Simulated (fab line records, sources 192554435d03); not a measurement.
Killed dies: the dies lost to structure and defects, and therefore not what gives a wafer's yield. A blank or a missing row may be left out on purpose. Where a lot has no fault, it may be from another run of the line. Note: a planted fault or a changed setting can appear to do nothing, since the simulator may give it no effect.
Split-lot study / flow n5 finfet / 7 lots, 21 wafers read, on a route of 1938 steps

## SPLIT DETAILS
At N5_BEOL_M6_ETCH_61 (etches SiARC in CF4, target depth 45.5 nm, time 75.8 s), the setting bias w was moved away from the recipe's 36 W on 6 of the 21 wafers read, by -10.5% to +15.1%. For the rest of the wafers, this setting stayed at what the recipe calls for.

The split's own step is where the reading is taken.

## THE READING
rf vpp V, in V, at N5_BEOL_M6_ETCH_61 (etches SiARC in CF4, target depth 45.5 nm, time 75.8 s). On this fab line, fault-free wafers typically give 184.5 V with a standard deviation of 1.2 V.

wafer=L074.2; tool, chamber at the split=rie diel-03, 1; bias w as run, W=36; against the recipe=recipe; rf vpp V, V=186.7; against lot-mates on the recipe=-
wafer=L074.4; tool, chamber at the split=rie diel-03, 3; bias w as run, W=33.38; against the recipe=-7.3%; rf vpp V, V=176.6; against lot-mates on the recipe=-10.1
wafer=L074.5; tool, chamber at the split=rie diel-03, 0; bias w as run, W=33.38; against the recipe=-7.3%; rf vpp V, V=175.5; against lot-mates on the recipe=-11.2
wafer=L076.1; tool, chamber at the split=rie diel-01, 1; bias w as run, W=41.44; against the recipe=+15.1%; rf vpp V, V=203.6; against lot-mates on the recipe=+18.8
wafer=L076.2; tool, chamber at the split=rie diel-01, 0; bias w as run, W=36; against the recipe=recipe; rf vpp V, V=184.8; against lot-mates on the recipe=-
wafer=L076.6; tool, chamber at the split=rie diel-01, 1; bias w as run, W=41.44; against the recipe=+15.1%; rf vpp V, V=203.4; against lot-mates on the recipe=+18.6
wafer=L077.2; tool, chamber at the split=rie diel-01, 3; bias w as run, W=36; against the recipe=recipe; rf vpp V, V=183.6; against lot-mates on the recipe=-
wafer=L077.4; tool, chamber at the split=rie diel-01, 0; bias w as run, W=36; against the recipe=recipe; rf vpp V, V=184.5; against lot-mates on the recipe=-
wafer=L077.6; tool, chamber at the split=rie diel-01, 1; bias w as run, W=33.92; against the recipe=-5.8%; rf vpp V, V=177.9; against lot-mates on the recipe=-6.2
wafer=L082.2; tool, chamber at the split=rie diel-01, 1; bias w as run, W=36; against the recipe=recipe; rf vpp V, V=186.3; against lot-mates on the recipe=-
wafer=L082.3; tool, chamber at the split=rie diel-01, 0; bias w as run, W=32.21; against the recipe=-10.5%; rf vpp V, V=172.4; against lot-mates on the recipe=-13.5
wafer=L082.4; tool, chamber at the split=rie diel-01, 2; bias w as run, W=36; against the recipe=recipe; rf vpp V, V=185.4; against lot-mates on the recipe=-
wafer=L083.1; tool, chamber at the split=rie diel-01, 1; bias w as run, W=36; against the recipe=recipe; rf vpp V, V=186.2; against lot-mates on the recipe=-
wafer=L083.3; tool, chamber at the split=rie diel-01, 2; bias w as run, W=36; against the recipe=recipe; rf vpp V, V=183.9; against lot-mates on the recipe=-
wafer=L083.4; tool, chamber at the split=rie diel-01, 3; bias w as run, W=36; against the recipe=recipe; rf vpp V, V=184.9; against lot-mates on the recipe=-
wafer=L090.1; tool, chamber at the split=rie diel-01, 3; bias w as run, W=36; against the recipe=recipe; rf vpp V, V=184.0; against lot-mates on the recipe=-
wafer=L090.2; tool, chamber at the split=rie diel-01, 0; bias w as run, W=36; against the recipe=recipe; rf vpp V, V=185.5; against lot-mates on the recipe=-
wafer=L090.6; tool, chamber at the split=rie diel-01, 1; bias w as run, W=36; against the recipe=recipe; rf vpp V, V=184.6; against lot-mates on the recipe=-
wafer=L095.1; tool, chamber at the split=rie diel-02, 3; bias w as run, W=36; against the recipe=recipe; rf vpp V, V=183.0; against lot-mates on the recipe=-
wafer=L095.4; tool, chamber at the split=rie diel-02, 1; bias w as run, W=36; against the recipe=recipe; rf vpp V, V=183.9; against lot-mates on the recipe=-
wafer=L095.6; tool, chamber at the split=rie diel-02, 1; bias w as run, W=36; against the recipe=recipe; rf vpp V, V=183.6; against lot-mates on the recipe=-

THE FIT
A straight line over all 21 wafers: rf vpp V changes by +1.22 V for each +1% of bias w; r = +0.99; the points scatter about the line by 0.98 V.
The same after taking each lot's own level away (the mean of its wafers on the recipe; 21 wafers): +1.27 V for each +1%; r = +1.00; scatter 0.77 V.
Per that fit: largest bias w move, reading shift of 19 V.
Across the lots, their own levels run from 183.50 to 186.70 V, a range of 2.7 times the standard deviation given above.
So the lot-to-lot level changes the slope little: the two slopes agree.
Check: with one of the wafers moved furthest among these (+15.1%) left out of the fit, the line predicts +19.2 V for it against its lot-mates. Against them it came out at +18.8 V.
Tool readings at the split's step, against how far the setting was moved: rf vpp V r = +0.99.

## FILE'S OWN FIT
rf vpp V changes by +1.27 V for each +1% of bias w, r = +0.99.
